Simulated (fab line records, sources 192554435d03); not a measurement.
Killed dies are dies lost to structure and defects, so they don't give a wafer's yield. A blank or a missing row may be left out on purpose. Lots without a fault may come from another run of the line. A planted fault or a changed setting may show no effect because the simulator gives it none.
One fault seen from 2 desks | flow n5_finfet | each desk has only its own numbers; what lay behind them comes last

THE TOOL OWNER'S DESK: rie_si-01
The tool's own readings at N5_FIN_SAQP_MANDREL_ETCH_22 (etches a-Si in HBr/Cl2, stops on SiNx, target depth 60 nm, bt time 10 s, time 30 s): means of the sampled wafers that have a number, for each lot that ran on this tool. A lot is out of limits, marked OUT, if its mean lies more than 4 standard deviations from the usual mean; the brackets give that distance.
Columns: A = bias_w at N5_FIN_SAQP_MANDREL_ETCH_22, usual 75.00 W; B = drypump_motor_current_A at N5_FIN_SAQP_MANDREL_ETCH_22, usual 5.8 A; C = mfc_cl2_sccm at N5_FIN_SAQP_MANDREL_ETCH_22, usual 79.99 sccm; D = oes_product_au at N5_FIN_SAQP_MANDREL_ETCH_22, usual 0.765 a.u.; E = throttle_valve_pct at N5_FIN_SAQP_MANDREL_ETCH_22, usual 35.38 %
lot  | first seen here | A     | B   | C     | D     | E
L406 | day 3 00:14     | 75.00 | 6.4 | 80.05 | 0.776 | 35.27
L409 | day 3 16:33     | 75.06 | 6.4 | 80.00 | 0.774 | 35.28
L410 | day 3 21:41     | 75.07 | 6.0 | 79.96 | 0.773 | 35.51
This desk's finding: nothing out of limits on any of the 3 lots.

THE METROLOGY DESK
What the gauges read, lot by lot, whatever tool the lot ran on: means of the sampled wafers that have a number. A lot is out of limits, marked OUT, if its mean lies more than 4 standard deviations from the usual mean; the brackets give that distance. Of its 11 readings 7 are shown: those that lie furthest out on some lot.
Columns: A = DIBL_N at N5_BEOL_M4_RC_MEAS_101, usual 36.0 mV/V; B = IOFF_N at N5_BEOL_M4_RC_MEAS_101, usual 0.16 nA/um; C = IOFF_P at N5_BEOL_M4_RC_MEAS_101, usual 0.21 nA/um; D = ION_N at N5_BEOL_M4_RC_MEAS_101, usual 672 uA/um; E = ION_P at N5_BEOL_M4_RC_MEAS_101, usual 461 uA/um; F = SS_N at N5_BEOL_M4_RC_MEAS_101, usual 71.4 mV/dec; G = SS_P at N5_BEOL_M4_RC_MEAS_101, usual 73.2 mV/dec
lot  | first seen here | A    | B    | C    | D   | E   | F    | G
L404 | day 2 10:11     | 38.9 | 0.20 | 0.23 | 675 | 458 | 72.2 | 73.8
L406 | day 2 23:17     | 34.4 | 0.13 | 0.19 | 666 | 461 | 70.6 | 73.1
L409 | day 3 15:29     | 35.7 | 0.16 | 0.21 | 681 | 465 | 71.0 | 73.1
L410 | day 3 20:44     | 38.2 | 0.20 | 0.23 | 678 | 460 | 71.9 | 73.7
L418 | day 5 20:52     | 34.5 | 0.14 | 0.17 | 664 | 454 | 71.8 | 72.2
L421 | day 6 15:55     | 34.1 | 0.12 | 0.17 | 651 | 451 | 70.3 | 72.1
L422 | day 6 20:56     | 37.3 | 0.18 | 0.20 | 687 | 461 | 71.8 | 73.0
L424 | day 7 08:42     | 36.5 | 0.19 | 0.22 | 689 | 466 | 71.9 | 73.8
L425 | day 7 14:54     | 36.6 | 0.16 | 0.22 | 679 | 468 | 71.3 | 73.1
This desk's finding: nothing out of limits on any of the 9 lots.

PUT TOGETHER
The tool owner's desk saw nothing out of limits.
The metrology desk saw nothing out of limits.

WHAT THE SIMULATOR HAD PUT IN
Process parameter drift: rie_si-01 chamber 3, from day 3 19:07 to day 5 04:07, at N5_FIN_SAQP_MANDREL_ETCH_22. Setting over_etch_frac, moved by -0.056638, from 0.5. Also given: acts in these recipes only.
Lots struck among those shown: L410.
